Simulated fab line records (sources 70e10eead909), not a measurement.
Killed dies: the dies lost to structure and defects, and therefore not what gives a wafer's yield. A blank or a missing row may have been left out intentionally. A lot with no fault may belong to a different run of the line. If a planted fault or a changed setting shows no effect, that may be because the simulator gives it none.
Shared-tool check	flow nand_harc	Lots sampled 12, wafers sampled 36

REASON FOR OPENING
Flagged at NHARC_P_ZERO_WELL_CD_MEAS_24: reading cd_nm, on 2 of 12 lots. Fault-free wafers read 719.8 nm, with a standard deviation of 1.7.
Rule: flag the lot when none of its wafers has a number, or when each of its wafers that has one lies beyond 4 standard deviations from that mean. The rest of the lots are taken to be sound.

lot	measured	on	cd_nm (nm), wafer by wafer	flag
L634	day 1 22:33	cd_sem-01	721.2 717.7 722.2	
L636	day 2 18:21	cd_sem-01	722.6 722.0 718.1	
L643	day 5 16:35	cd_sem-01	688.9 688.8 688.5	FLAGGED
L644	day 6 02:32	cd_sem-02	721.6 720.9 720.8	
L645	day 6 12:35	cd_sem-01	690.0 690.8 690.5	FLAGGED
L646	day 6 22:35	cd_sem-03	720.9 719.4 719.1	
L648	day 7 18:34	cd_sem-01	717.9 719.5 721.7	
L649	day 8 04:31	cd_sem-03	718.2 717.9 717.0	
L651	day 9 00:38	cd_sem-02	717.2 721.5 721.6	
L653	day 9 20:52	cd_sem-02	721.1 718.5 717.4	
L654	day 10 06:30	cd_sem-03	718.5 718.5 719.4	
L657	day 11 12:28	cd_sem-02	722.1 720.9 722.3	
The mean of the flagged lots' numbers is 689.6 nm, -30.2 nm from the usual (-18 standard deviations).

WHICH TOOL EACH LOT WENT THROUGH
The record keeps 1 process step preceding the reading, out of 1302 steps on the route. Cell contents, in order: the tool; ch with the chambers the sampled wafers went through; the start.
lot	flag	NHARC_P_ZERO_WELL_EXPOSE_21
L634		krf_scanner-01 ch 0, day 1 22:24
L636		krf_scanner-01 ch 0, day 2 18:12
L643	FLAGGED	krf_scanner-03 ch 0, day 5 16:26
L644		krf_scanner-04 ch 0, day 6 02:22
L645	FLAGGED	krf_scanner-03 ch 0, day 6 12:25
L646		krf_scanner-04 ch 0, day 6 22:26
L648		krf_scanner-04 ch 0, day 7 18:25
L649		krf_scanner-04 ch 0, day 8 04:22
L651		krf_scanner-04 ch 0, day 9 00:29
L653		krf_scanner-01 ch 0, day 9 20:43
L654		krf_scanner-01 ch 0, day 10 06:20
L657		krf_scanner-01 ch 0, day 11 12:19
These steps, and what they do:
- NHARC_P_ZERO_WELL_EXPOSE_21: exposes mask P NWELL, target cd 720 nm.
- NHARC_P_ZERO_WELL_CD_MEAS_24: target cd 720 nm.

FLAGGED AGAINST TOTAL, ONE TOOL AT A TIME (gauges that did the reading follow at the end)
step	tool	lots run	flagged	share of the flagged lots	sound lots run after its first flagged lot
NHARC_P_ZERO_WELL_EXPOSE_21	krf_scanner-01	5	0	none	-
NHARC_P_ZERO_WELL_EXPOSE_21	krf_scanner-03	2	2	all	0
NHARC_P_ZERO_WELL_EXPOSE_21	krf_scanner-04	5	0	none	-
NHARC_P_ZERO_WELL_CD_MEAS_24	cd_sem-01	5	2	all	1 (L648)
NHARC_P_ZERO_WELL_CD_MEAS_24	cd_sem-02	4	0	none	-
NHARC_P_ZERO_WELL_CD_MEAS_24	cd_sem-03	3	0	none	-

WHAT IS ALLOWED BY THE TABLE
Table rows that saw every flagged lot: 2, namely krf_scanner-03 at NHARC_P_ZERO_WELL_EXPOSE_21 and cd_sem-01 at NHARC_P_ZERO_WELL_CD_MEAS_24.
- krf_scanner-03 at NHARC_P_ZERO_WELL_EXPOSE_21: 2 of its 2 lots flagged. It ran no sound lot before its first flagged lot in this sample, so the start can't be narrowed down. Its own readings (exposure_dose_mJ_cm2) fall more than 4 standard deviations out on all wafers of the flagged lots.
- cd_sem-01 at NHARC_P_ZERO_WELL_CD_MEAS_24: 2 of its 5 lots flagged. Sound lots ran on it after the first flagged one (L648), which a lasting fault on the whole tool wouldn't allow.
krf_scanner-03 at NHARC_P_ZERO_WELL_EXPOSE_21 is the single tool remaining.

WHAT HAD BEEN PUT IN BY THE SIMULATOR
Process parameter drift: krf_scanner-03, from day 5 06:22 on, at NHARC_P_ZERO_WELL_EXPOSE_21. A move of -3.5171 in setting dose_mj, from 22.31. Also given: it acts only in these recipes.
Lots struck among those shown: L643, L645. The rule above found the same.
